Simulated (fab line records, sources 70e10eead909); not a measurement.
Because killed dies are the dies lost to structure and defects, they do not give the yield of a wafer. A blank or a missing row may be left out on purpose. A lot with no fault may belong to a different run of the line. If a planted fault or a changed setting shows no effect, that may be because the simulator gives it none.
fab line records | flow nand-harc
[record] lots = 13 | wafers = 39 | last-day = 24
route steps=1159 shown P_GATE@124 END@1159
lots that met no fault: taken from a fault-free run of the same line
start-h: the number of hours between the record's first day and the start of the first shown wafer of the lot | wait-h: hours from the lot's prior step to this one | " repeats the value in the row above | L1.1+2: a row that stands for several wafers | - either no value or no given start | * or withheld: withheld | < > ~ a bound
route shown NAME@n: NAME is a module with steps in the file, n the number in the route of the first one | usual: average and standard deviation across the fault-free wafers | same: alike in all rows | chamber/n: place in a boat | sites: readings site by site | _std_site: how widely they spread, as a standard deviation | _edge_site: inner sites' mean taken away from outer sites' mean | radius-mm: for every site, how far away it sits from the centre of the wafer | mask NAME#n: copy n | behind: tool/chamber where the wafer was last shaped | hold: why the lot was held/for how many hours/how that ended | device: names the non-switching transistor (n, p or np) | end of line: tests run on the same wafers once the route is complete | where a step has no rows: the recipe by itself | killed: dies that structure and defects cost at the first sort, which is not the same as the wafer's yield | map: dies across one wafer; x = killed, . = not, _ = none there
set.NAME: the setting as run; set.NAME@STEP: as run at that earlier step | model.NAME: the simulator's own value behind a step, which no gauge read
one table for each step of the route and one row for each wafer, over a sample of lots
services: a tool's chamber out of use, with start hour (start-h, from the record's first day; less than 0 if before it), hours out, and reason
[[steps]]
[step NHARC_P_GATE_DESCUM_13]
[recipe] time-s = 3 | o2-flow-sccm = 200 | ar-flow-sccm = 0 | bias-power-w = 0 | chemistry = O2
[usual] drypump-motor-current-A = 5.5/0.38 | oes-product-au = 1.000/0.01 | rf-vpp-V = 57.8/0.91 | showerhead-plenum-p-Torr = 1.91/0.093 | throttle-valve-pct = 11.311/0.01
lot.wafer | tool        | chamber | start-h | wait-h | drypump-motor-current-A | oes-product-au | rf-hours-counter-h | rf-vpp-V | showerhead-plenum-p-Torr | throttle-valve-pct
L747.4    | rie-diel-07 | 1       | 72.41   | -      | 5.5                     | 1.006          | 3                  | 57.2     | 2.04                     | 11.300
L747.2    | "           | 2       | "       | "      | 5.4                     | 1.008          | 3                  | 57.9     | 1.98                     | 11.299
L747.6    | "           | 1       | "       | "      | 5.5                     | 1.011          | -                  | 57.7     | 2.04                     | 11.310
L749.3    | rie-diel-06 | 2       | 84.46   | -      | 5.6                     | 1.018          | 7                  | 56.4     | 1.79                     | 11.306
L749.2    | "           | 3       | "       | "      | 6.1                     | 0.996          | 5                  | 56.5     | 1.83                     | 11.305
L749.6    | "           | 0       | "       | "      | 5.6                     | 1.002          | -                  | 56.6     | 1.84                     | 11.308
L748.3    | rie-diel-06 | 1       | 84.63   | -      | 5.0                     | 1.019          | 7                  | 56.5     | 1.88                     | 11.311
L748.2    | "           | 2       | "       | "      | 5.5                     | 1.018          | 7                  | 58.8     | 1.79                     | 11.321
L748.5    | "           | 3       | "       | "      | 6.1                     | 0.995          | -                  | 57.9     | 1.83                     | 11.320
L750.2    | rie-diel-07 | 0       | 91.26   | -      | 5.1                     | 1.012          | 6                  | 58.3     | 1.97                     | 11.317
L750.3    | "           | 1       | "       | "      | 5.5                     | 1.005          | 5                  | 59.3     | 2.04                     | 11.313
L750.5    | "           | 1       | "       | "      | 5.5                     | 1.003          | -                  | 58.6     | 2.04                     | 11.310
L752.3    | rie-diel-06 | 0       | 104.93  | -      | 5.7                     | 0.996          | 11                 | 55.7     | 1.83                     | 11.308
L752.4    | "           | 1       | "       | "      | 5.0                     | 1.006          | -                  | 58.1     | 1.88                     | 11.313
L752.5    | "           | 0       | "       | "      | 5.7                     | 0.994          | -                  | 55.2     | 1.83                     | 11.315
L753.2    | rie-diel-07 | 2       | 105.07  | -      | 5.4                     | 0.994          | 11                 | 58.4     | 1.97                     | 11.332
L753.6    | "           | 1       | "       | "      | 5.5                     | 1.016          | -                  | 58.7     | 2.04                     | 11.312
L753.5    | "           | 2       | "       | "      | 5.4                     | 0.984          | -                  | 58.7     | 1.97                     | 11.337
L754.2    | rie-diel-06 | 3       | 113.31  | -      | 6.1                     | 0.995          | 10                 | 57.3     | 1.82                     | 11.301
L754.4    | "           | 0       | "       | "      | 5.7                     | 1.008          | 16                 | 57.5     | 1.83                     | 11.317
L754.6    | "           | 0       | "       | "      | 5.7                     | 1.013          | -                  | 56.5     | 1.83                     | 11.304
L757.3    | rie-diel-06 | 1       | 142.27  | -      | 5.0                     | 1.006          | 29                 | 57.5     | 1.87                     | 11.289
L757.4    | "           | 0       | "       | "      | 5.7                     | 1.015          | 26                 | 57.0     | 1.83                     | 11.303
L757.5    | "           | 2       | "       | "      | 5.6                     | 1.017          | -                  | 56.5     | 1.78                     | 11.314
L761.2    | rie-diel-06 | 0       | 153.69  | -      | 5.7                     | 0.999          | 29                 | 55.9     | 1.83                     | 11.302
L761.5    | "           | 3       | "       | "      | 6.1                     | 0.992          | -                  | 57.6     | 1.82                     | 11.317
L761.6    | "           | 0       | "       | "      | 5.7                     | 0.998          | -                  | 57.9     | 1.83                     | 11.302
L765.2    | rie-diel-07 | 0       | 176.90  | -      | 5.1                     | 0.995          | 22                 | 57.3     | 1.96                     | 11.310
L765.3    | "           | 2       | "       | "      | 5.4                     | 0.997          | 27                 | 58.7     | 1.97                     | 11.306
L765.6    | "           | 1       | "       | "      | 5.5                     | 1.007          | -                  | 58.4     | 2.04                     | 11.316
L767.4    | rie-diel-06 | 0       | 189.39  | -      | 5.7                     | 0.993          | 40                 | 57.0     | 1.83                     | 11.313
L767.3    | "           | 2       | "       | "      | 5.5                     | 1.012          | 45                 | 57.6     | 1.77                     | 11.299
L767.5    | "           | 3       | "       | "      | 6.1                     | 0.990          | -                  | 58.7     | 1.82                     | 11.307
L768.2    | rie-diel-07 | 2       | 201.64  | -      | 5.5                     | 1.003          | 31                 | 56.4     | 1.97                     | 11.306
L768.1    | "           | 3       | "       | "      | 5.6                     | 0.990          | 28                 | 58.0     | 2.04                     | 11.319
L768.4    | "           | 0       | "       | "      | 5.1                     | 1.013          | 26                 | 58.1     | 1.96                     | 11.324
L769.3    | rie-diel-07 | 1       | 210.74  | -      | 5.5                     | 1.003          | 29                 | 57.9     | 2.04                     | 11.315
L769.5    | "           | 2       | "       | "      | 5.4                     | 0.997          | -                  | 57.9     | 1.97                     | 11.303
L769.6    | "           | 3       | "       | "      | 5.6                     | 0.994          | -                  | 57.0     | 2.04                     | 11.304
[step NHARC_P_GATE_HM_DEP_102]
[recipe] target-thk-a = 1200 | temp-c = 400 | material = aC
[usual] throttle-valve-pct = 35.000/0.0092
lot.wafer | tool       | chamber | start-h | wait-h | throttle-valve-pct
L747.2    | acl-dep-02 | 0       | 86.49   | 1.9    | 34.995
L747.4    | "          | 0       | "       | "      | 35.002
L747.6    | "          | 0       | "       | "      | 35.000
L749.2    | acl-dep-03 | 0       | 98.58   | 2.3    | 35.015
L749.3    | "          | 0       | "       | "      | 35.017
L749.6    | "          | 0       | "       | "      | 35.007
L748.2    | acl-dep-01 | 0       | 98.60   | 2.3    | 35.001
L748.3    | "          | 0       | "       | "      | 34.985
L748.5    | "          | 0       | "       | "      | 35.017
L750.2    | acl-dep-02 | 0       | 104.30  | 1.0    | 35.009
L750.3    | "          | 0       | "       | "      | 35.003
L750.5    | "          | 0       | "       | "      | 34.992
L752.3    | acl-dep-03 | 0       | 117.53  | 0.6    | 34.999
L752.4    | "          | 0       | "       | "      | 35.003
L752.5    | "          | 0       | "       | "      | 35.015
L753.2    | acl-dep-03 | 0       | 118.07  | 1.1    | 35.005
L753.5    | "          | 0       | "       | "      | 34.988
L753.6    | "          | 0       | "       | "      | 35.008
L754.2    | acl-dep-01 | 0       | 126.97  | 0.5    | 35.004
L754.4    | "          | 0       | "       | "      | 35.005
L754.6    | "          | 0       | "       | "      | 35.010
L757.3    | acl-dep-02 | 0       | 156.71  | 2.7    | 34.992
L757.4    | "          | 0       | "       | "      | 34.988
L757.5    | "          | 0       | "       | "      | 34.993
L761.2    | acl-dep-03 | 0       | 165.79  | 0.5    | 34.999
L761.5    | "          | 0       | "       | "      | 34.982
L761.6    | "          | 0       | "       | "      | 35.004
L765.2    | acl-dep-01 | 0       | 190.89  | 1.9    | 34.990
L765.3    | "          | 0       | "       | "      | 35.002
L765.6    | "          | 0       | "       | "      | 35.004
L767.3    | acl-dep-02 | 0       | 201.86  | 0.6    | 34.994
L767.4    | "          | 0       | "       | "      | 34.990
L767.5    | "          | 0       | "       | "      | 35.003
L768.1    | acl-dep-03 | 0       | 215.42  | 1.4    | 34.991
L768.2    | "          | 0       | "       | "      | 34.997
L768.4    | "          | 0       | "       | "      | 35.013
L769.3    | acl-dep-03 | 0       | 223.84  | 1.2    | 35.006
L769.5    | "          | 0       | "       | "      | 35.006
L769.6    | "          | 0       | "       | "      | 34.990
[step NHARC_P_GATE_ETCH_104]
[recipe] target-depth-a = 600 | time-s = withheld | cf4-flow-sccm = 100 | chf3-flow-sccm = 30 | ar-flow-sccm = 0 | rf-w = 500 | bias-w = 200 | chemistry = CF4/CHF3
[usual] drypump-motor-current-A = 5.5/0.37 | oes-product-au = 0.946/0.022 | rf-vpp-V = 371.0/2.7 | showerhead-plenum-p-Torr = 1.59/0.073 | throttle-valve-pct = 16.801/0.0088
lot.wafer | tool        | chamber | start-h | wait-h | drypump-motor-current-A | oes-product-au | rf-vpp-V | showerhead-plenum-p-Torr | throttle-valve-pct
L747.4    | rie-diel-07 | 1       | 87.99   | 0.1    | 5.5                     | 0.929          | 374.8    | 1.68                     | 16.812
L747.2    | "           | 0       | "       | "      | 5.1                     | 0.937          | 371.0    | 1.62                     | 16.803
L747.6    | "           | 1       | "       | "      | 5.5                     | 0.930          | 373.9    | 1.67                     | 16.799
L749.2    | rie-diel-07 | 0       | 100.08  | 0.1    | 5.1                     | 0.967          | 372.6    | 1.62                     | 16.804
L749.3    | "           | 3       | "       | "      | 5.6                     | 0.952          | 373.5    | 1.68                     | 16.800
L749.6    | "           | 1       | "       | "      | 5.5                     | 0.960          | 375.5    | 1.67                     | 16.804
L748.2    | rie-diel-03 | 1       | 100.29  | 0.1    | 6.3                     | 0.971          | 373.3    | 1.63                     | 16.807
L748.3    | "           | 2       | "       | "      | 4.7                     | 0.960          | 374.3    | 1.64                     | 16.805
L748.5    | "           | 0       | "       | "      | 5.5                     | 0.937          | 370.1    | 1.57                     | 16.801
L750.3    | rie-diel-03 | 2       | 105.95  | 0.1    | 4.7                     | 0.979          | 373.5    | 1.64                     | 16.809
L750.2    | "           | 1       | "       | "      | 6.3                     | 0.985          | 371.9    | 1.63                     | 16.787
L750.5    | "           | 2       | "       | "      | 4.7                     | 0.972          | 372.3    | 1.64                     | 16.809
L752.4    | rie-diel-06 | 3       | 118.94  | 0.1    | 6.1                     | 0.965          | 367.6    | 1.50                     | 16.817
L752.3    | "           | 1       | "       | "      | 5.0                     | 0.922          | 370.6    | 1.54                     | 16.789
L752.5    | "           | 2       | "       | "      | 5.6                     | 0.943          | 367.0    | 1.47                     | 16.781
L753.2    | rie-diel-03 | 1       | 119.63  | 0.1    | 6.3                     | 0.957          | 371.6    | 1.63                     | 16.807
L753.6    | "           | 2       | "       | "      | 4.7                     | 0.949          | 373.7    | 1.64                     | 16.786
L753.5    | "           | 3       | "       | "      | 5.5                     | 0.939          | 367.1    | 1.47                     | 16.795
L754.2    | rie-diel-07 | 1       | 128.49  | 0.1    | 5.5                     | 0.959          | 375.8    | 1.67                     | 16.799
L754.4    | "           | 3       | "       | "      | 5.6                     | 0.969          | 375.4    | 1.68                     | 16.797
L754.6    | "           | 2       | "       | "      | 5.4                     | 0.969          | 371.5    | 1.62                     | 16.804
L757.3    | rie-diel-06 | 1       | 158.11  | 0.1    | 5.0                     | 0.926          | 370.7    | 1.54                     | 16.802
L757.4    | "           | 3       | "       | "      | 6.1                     | 0.909          | 367.4    | 1.50                     | 16.801
L757.5    | "           | 2       | "       | "      | 5.5                     | 0.935          | 367.1    | 1.47                     | 16.806
L761.2    | rie-diel-07 | 3       | 167.17  | 0.1    | 5.6                     | 0.957          | 373.6    | 1.67                     | 16.790
L761.6    | "           | 2       | "       | "      | 5.5                     | 0.972          | 371.7    | 1.62                     | 16.787
L761.5    | "           | 3       | "       | "      | 5.6                     | 0.947          | 373.6    | 1.67                     | 16.805
L765.2    | rie-diel-07 | 1       | 192.48  | 0.2    | 5.5                     | 0.926          | 374.0    | 1.67                     | 16.787
L765.3    | "           | 2       | "       | "      | 5.4                     | 0.924          | 370.3    | 1.62                     | 16.813
L765.6    | "           | 3       | "       | "      | 5.6                     | 0.915          | 372.4    | 1.67                     | 16.806
L767.4    | rie-diel-07 | 0       | 203.33  | 0.1    | 5.0                     | 0.988          | 372.6    | 1.61                     | 16.792
L767.3    | "           | 1       | "       | "      | 5.5                     | 0.984          | 373.6    | 1.67                     | 16.799
L767.5    | "           | 0       | "       | "      | 5.1                     | 0.993          | 370.3    | 1.61                     | 16.811
L768.1    | rie-diel-07 | 3       | 217.14  | 0.1    | 5.6                     | 0.902          | 375.3    | 1.67                     | 16.799
L768.2    | "           | 1       | "       | "      | 5.5                     | 0.934          | 375.1    | 1.67                     | 16.803
L768.4    | "           | 1       | "       | "      | 5.5                     | 0.927          | 374.6    | 1.67                     | 16.790
L769.3    | rie-diel-07 | 1       | 225.23  | 0.1    | 5.5                     | 0.914          | 374.1    | 1.67                     | 16.795
L769.5    | "           | 3       | "       | "      | 5.6                     | 0.904          | 373.8    | 1.67                     | 16.801
L769.6    | "           | 0       | "       | "      | 5.1                     | 0.924          | 370.4    | 1.61                     | 16.807
[step NHARC_P_GATE_IMPLANT_94]
[recipe] energy-kev = 60 | dose-cm2 = 2e+15 | tilt-deg = 7
[usual] beam-energy-keV = 60.000/0.016 | beam-on-s = 19.5/0.55
lot.wafer | tool         | chamber | start-h | wait-h | beam-energy-keV | beam-on-s
L747.2    | implanter-01 | 0       | 105.73  | 0.2    | 59.973          | 20.2
L747.4    | "            | 0       | "       | "      | 59.995          | 19.4
L747.6    | "            | 0       | "       | "      | 60.010          | 20.1
L748.2    | implanter-01 | 0       | 116.42  | 0.1    | 60.000          | 19.5
L748.3    | "            | 0       | "       | "      | 59.994          | 20.1
L748.5    | "            | 0       | "       | "      | 59.989          | 20.3
L749.2    | implanter-02 | 0       | 118.39  | 0.1    | 59.979          | 18.7
L749.3    | "            | 0       | "       | "      | 59.996          | 19.4
L749.6    | "            | 0       | "       | "      | 60.006          | 18.6
L750.2    | implanter-01 | 0       | 124.76  | 0.2    | 59.991          | 20.0
L750.3    | "            | 0       | "       | "      | 59.962          | 19.2
L750.5    | "            | 0       | "       | "      | 59.996          | 19.7
L753.2    | implanter-02 | 0       | 135.29  | 0.2    | 60.026          | 19.2
L753.5    | "            | 0       | "       | "      | 60.026          | 19.2
L753.6    | "            | 0       | "       | "      | 60.024          | 19.9
L752.3    | implanter-02 | 0       | 136.18  | 0.2    | 59.974          | 18.8
L752.4    | "            | 0       | "       | "      | 60.003          | 19.5
L752.5    | "            | 0       | "       | "      | 59.993          | 20.0
L754.2    | implanter-01 | 0       | 144.13  | 0.2    | 60.006          | 19.3
L754.4    | "            | 0       | "       | "      | 60.004          | 19.2
L754.6    | "            | 0       | "       | "      | 59.994          | 19.3
L757.3    | implanter-02 | -       | 173.76  | 0.2    | -               | -
L757.4    | "            | -       | "       | "      | -               | -
L757.5    | "            | -       | "       | "      | -               | -
L761.2    | implanter-01 | -       | 182.79  | 0.1    | -               | -
L761.5    | "            | -       | "       | "      | -               | -
L761.6    | "            | -       | "       | "      | -               | -
L765.2    | implanter-02 | 0       | 209.01  | 0.5    | 59.996          | 19.2
L765.3    | "            | 0       | "       | "      | 60.028          | 18.9
L765.6    | "            | 0       | "       | "      | 60.013          | 19.6
L767.3    | implanter-02 | 0       | 219.15  | 0.2    | 60.010          | 18.5
L767.4    | "            | 0       | "       | "      | 59.972          | 19.7
L767.5    | "            | 0       | "       | "      | 59.989          | 19.2
L768.1    | implanter-02 | 0       | 234.94  | 0.1    | 60.014          | 19.6
L768.2    | "            | 0       | "       | "      | 60.003          | 19.7
L768.4    | "            | 0       | "       | "      | 60.017          | 19.2
L769.3    | implanter-01 | 0       | 240.78  | 0.2    | 60.012          | 20.1
L769.5    | "            | 0       | "       | "      | 60.011          | 20.5
L769.6    | "            | 0       | "       | "      | 60.014          | 20.5
[step NHARC_END_SORT_01]
[recipe] temp-c = 25
[usual] killed-at-array = 21/8.9 | killed-at-other = 0.8/1.3 | killed-at-periphery = 3.6/2.4 | killed-dies = 26/8.9 | killed-open = 3.1/1.8 | killed-short = 1.9/1.3
[same] gross-dies = 677
lot.wafer | tool      | chamber | start-h | wait-h | killed-at-array | killed-at-other | killed-at-periphery | killed-dies | killed-open | killed-short
L761.2    | prober-01 | 0       | 516.52  | 2.8    | 15              | 0               | 662                 | 677         | 5           | 0
L761.5    | prober-01 | 0       | 518.93  | 3.7    | 8               | 1               | 668                 | 677         | 2           | 1
L761.6    | prober-01 | 0       | 519.74  | 4.0    | 8               | 7               | 662                 | 677         | 2           | 0
L757.3    | prober-02 | 0       | 517.36  | 3.1    | 30              | 2               | 645                 | 677         | 1           | 3
L757.4    | prober-02 | 0       | 518.17  | 3.4    | 33              | 1               | 643                 | 677         | 2           | 2
L757.5    | prober-02 | 0       | 518.97  | 3.7    | 23              | 2               | 652                 | 677         | 1           | 2
// killed by level:class
L761.2 P_GATE:area-implant=659 A_CHANNEL_HOLE_D1:chamber-film-flake=4 A_STAIRCASE:chamber-film-flake=3 P_M2:chamber-film-flake=2 A_WL_FILL:chamber-film-flake=2 P_M1:geometric-particle:open=1 A_SOURCE_PLATE:geometric-particle:open=1 A_CHANNEL_FILL_D1:geometric-particle:open=1
L757.3 P_GATE:area-implant=642 A_CHANNEL_HOLE_D1:chamber-film-flake=16 A_SLIT:chamber-film-flake=8 A_CONTACT:chamber-film-flake=3 P_M0:geometric-particle:short=1 A_M0:geometric-particle:short=1 A_M1:geometric-particle:open=1 P_ZERO_WELL:chamber-film-flake=1
L757.4 P_GATE:area-implant=639 A_CHANNEL_HOLE_D1:chamber-film-flake=14 A_SLIT:chamber-film-flake=14 P_CONTACT:geometric-particle:open=2 A_CONTACT:chamber-film-flake=2 A_SGD_CUT:geometric-particle:short=1 P_ZERO_WELL:chamber-film-flake=1 P_M1:chamber-film-flake=1
L761.5 P_GATE:area-implant=659 P_M2:chamber-film-flake=7 A_CHANNEL_HOLE_D1:chamber-film-flake=3 P_ZERO_WELL:chamber-film-flake=2 A_CONTACT:chamber-film-flake=2 A_CONTACT:geometric-particle:open=1 A_CONTACT:geometric-particle:short=1 A_M1:geometric-particle:open=1
L757.5 P_GATE:area-implant=648 A_CHANNEL_HOLE_D1:chamber-film-flake=14 A_SLIT:chamber-film-flake=3 A_CONTACT:chamber-film-flake=3 P_ZERO_WELL:chamber-film-flake=2 P_M1:chamber-film-flake=2 THIN_TSV:chamber-film-flake=2 A_CHANNEL_HOLE_D1:geometric-particle:short=1
L761.6 P_GATE:area-implant=656 HYBRID_BOND:chamber-film-flake=6 A_CHANNEL_HOLE_D1:chamber-film-flake=4 P_GATE:chamber-film-flake=3 P_CONTACT:geometric-particle:open=1 P_ZERO_WELL:chamber-film-flake=1 P_M2:chamber-film-flake=1 STARTING-WAFER:geometric-particle:open=1
[[services]]
tool         | chamber | start-h | hours | kind
rie-diel-07  | -       | 51.21   | 9.0   | pm
rie-diel-07  | 0       | 51.21   | 9.0   | vent-cycle
rie-diel-07  | 1       | 51.21   | 9.0   | vent-cycle
rie-diel-07  | 2       | 51.21   | 9.0   | vent-cycle
rie-diel-07  | 3       | 51.21   | 9.0   | vent-cycle
rie-diel-07  | 0       | 60.21   | -     | clean
rie-diel-07  | 1       | 60.21   | -     | clean
rie-diel-07  | 2       | 60.21   | -     | clean
rie-diel-07  | 3       | 60.21   | -     | clean
rie-diel-06  | 2       | 61.38   | 4.1   | repair
rie-diel-06  | -       | 64.20   | 9.0   | pm
rie-diel-07  | 1       | 77.31   | 5.8   | repair
rie-diel-07  | 0       | 84.71   | -     | clean
implanter-02 | -       | 85.00   | 13.0  | pm
rie-diel-06  | 3       | 99.58   | 9.5   | repair
acl-dep-01   | -       | 111.93  | 13.0  | pm
acl-dep-02   | -       | 168.16  | 13.0  | pm
implanter-02 | -       | 180.45  | 2.3   | repair
implanter-01 | -       | 208.58  | 3.7   | repair
rie-diel-06  | -       | 209.21  | 0.9   | repair
rie-diel-06  | 3       | 214.06  | 39.4  | repair
rie-diel-03  | -       | 215.83  | 9.0   | pm
acl-dep-03   | -       | 224.68  | 13.0  | pm
rie-diel-07  | -       | 228.21  | 9.0   | pm
[[key]]
[first-sign] step = NHARC_P_GATE_IMPLANT_94 | reading = tool-record | direction = missing
[effect] step = NHARC_END_SORT_01 | reading = killed-at-periphery | direction = up | sigmas = 99+ | usual = 3.6 | struck = 655.3
[more-kills-born-at] NHARC_P_GATE_IMPLANT_94@implanter-01 = 1974 | NHARC_P_GATE_IMPLANT_94@implanter-02 = 1929
met-at NHARC_P_GATE_IMPLANT_94
struck-lots L757,L761
later-rows-left-out L757.3,L757.4,L757.5,L761.2,L761.5,L761.6
tester-left-out L757,L761
not-acting-at NHARC_P_GATE_DESCUM_13,NHARC_P_GATE_HM_DEP_102,NHARC_P_GATE_ETCH_104
onset-between 144.13 173.76
[fault] kind = skipped-step-whole | tool = implanter-01,implanter-02 | chamber = - | onset-h = 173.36 | steps = NHARC_P_GATE_IMPLANT_94 | scope = struck-lots-only
// tester-left-out: of these lots the tester's yield and bins aren't shown, on N5 and GAA mostly nor the transistor test; their killed dies are dies lost to structure and defects alone, not to doping, threshold or leakage, so they don't give the yield
// later-rows-left-out: the simulator's readings of these wafers behind a module that went badly wrong aren't trusted and aren't shown, but for the sort
